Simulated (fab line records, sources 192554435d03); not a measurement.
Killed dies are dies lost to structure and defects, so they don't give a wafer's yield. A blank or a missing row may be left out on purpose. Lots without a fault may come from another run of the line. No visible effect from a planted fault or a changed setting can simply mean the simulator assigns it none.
Chamber matching + flow n5_finfet + rie_diel-01 running N5_MOL_CONTACT_COAG_STRIP_98: 4 sister chambers
The step strips in N2/H2. 24 wafers are shown with their chamber, then 12 later ones without.

## WAFERS PAIRED WITH THEIR CHAMBERS
| wafer  | chamber | throttle_valve_pct (%) | showerhead_plenum_p_Torr (Torr) | drypump_motor_current_A (A) |
|--------|---------|------------------------|---------------------------------|-----------------------------|
| L074.1 | 0       | 19.6                   | 3.31                            | 5.5                         |
| L074.4 | 2       | 19.5                   | 3.51                            | 5.9                         |
| L074.5 | 1       | 18.4                   | 3.40                            | 5.5                         |
| L076.1 | 2       | 19.5                   | 3.50                            | 5.9                         |
| L076.3 | 0       | 19.6                   | 3.31                            | 5.4                         |
| L076.5 | 0       | 19.6                   | 3.31                            | 5.4                         |
| L077.1 | 2       | 19.4                   | 3.50                            | 5.9                         |
| L077.5 | 1       | 18.4                   | 3.39                            | 5.6                         |
| L077.6 | 2       | 19.5                   | 3.50                            | 5.9                         |
| L080.1 | 0       | 19.6                   | 3.31                            | 5.5                         |
| L080.2 | 2       | 19.5                   | 3.50                            | 5.9                         |
| L080.5 | 3       | 18.7                   | 3.30                            | 6.1                         |
| L081.1 | 0       | 19.6                   | 3.31                            | 5.5                         |
| L081.2 | 2       | 19.4                   | 3.50                            | 5.9                         |
| L081.5 | 0       | 19.6                   | 3.31                            | 5.5                         |
| L083.1 | 1       | 18.4                   | 3.39                            | 5.6                         |
| L083.2 | 0       | 19.7                   | 3.30                            | 5.5                         |
| L083.5 | 0       | 19.6                   | 3.30                            | 5.5                         |
| L084.1 | 1       | 18.4                   | 3.39                            | 5.5                         |
| L084.4 | 0       | 19.7                   | 3.30                            | 5.5                         |
| L084.5 | 2       | 19.5                   | 3.49                            | 5.9                         |
| L085.2 | 1       | 18.4                   | 3.38                            | 5.5                         |
| L085.5 | 1       | 18.4                   | 3.38                            | 5.5                         |
| L085.6 | 0       | 19.6                   | 3.30                            | 5.5                         |

SIGNATURES (means of the wafers above)
| reading                  | chamber 0 | chamber 1 | chamber 2 | chamber 3 | scatter within a chamber |
|--------------------------|-----------|-----------|-----------|-----------|--------------------------|
| throttle_valve_pct       | 19.620    | 18.400    | 19.471    | 18.700    | 0.0389                   |
| showerhead_plenum_p_Torr | 3.3060    | 3.3883    | 3.5000    | 3.3000    | 0.00601                  |
| drypump_motor_current_A  | 5.480     | 5.533     | 5.900     | 6.100     | 0.0383                   |
Rule: for a wafer and a chamber, the distance is found by dividing, reading by reading, the gap between the wafer's reading and the chamber's mean by the reading's scatter, squaring, summing and taking the root. The wafer belongs to the nearest chamber; if the next one is less than 2 further off, it can't be placed. The scatter: the root of (the sum of the squares of (reading less its chamber's mean) over the shown wafers, divided by (wafers less chambers)).

## WAFERS WITH NO CHAMBER GIVEN
| wafer  | throttle_valve_pct (%) | showerhead_plenum_p_Torr (Torr) | drypump_motor_current_A (A) |
|--------|------------------------|---------------------------------|-----------------------------|
| L087.3 | 19.5                   | 3.49                            | 5.9                         |
| L087.5 | 19.6                   | 3.30                            | 5.5                         |
| L087.6 | 18.2                   | 3.30                            | 6.1                         |
| L089.1 | 19.7                   | 3.30                            | 5.5                         |
| L089.4 | 18.4                   | 3.38                            | 5.6                         |
| L089.6 | 19.7                   | 3.29                            | 5.5                         |
| L095.3 | 19.5                   | 3.48                            | 5.9                         |
| L095.5 | 18.5                   | 3.38                            | 5.5                         |
| L095.6 | 19.7                   | 3.29                            | 5.5                         |
| L096.1 | 19.5                   | 3.48                            | 5.9                         |
| L096.3 | 18.4                   | 3.37                            | 5.5                         |
| L096.5 | 19.5                   | 3.48                            | 5.9                         |

## CHAMBER TAKEN BY EACH
| wafer  | from the rows above | in truth |
|--------|---------------------|----------|
| L087.3 | 2                   | 2        |
| L087.5 | 0                   | 0        |
| L087.6 | 3                   | 3        |
| L089.1 | 0                   | 0        |
| L089.4 | 1                   | 1        |
| L089.6 | 0                   | 0        |
| L095.3 | 2                   | 2        |
| L095.5 | 1                   | 1        |
| L095.6 | 0                   | 0        |
| L096.1 | 2                   | 2        |
| L096.3 | 1                   | 1        |
| L096.5 | 2                   | 2        |
Placed correctly: 12 of 12. Not placeable from these rows: 0. Wrongly placed: 0.
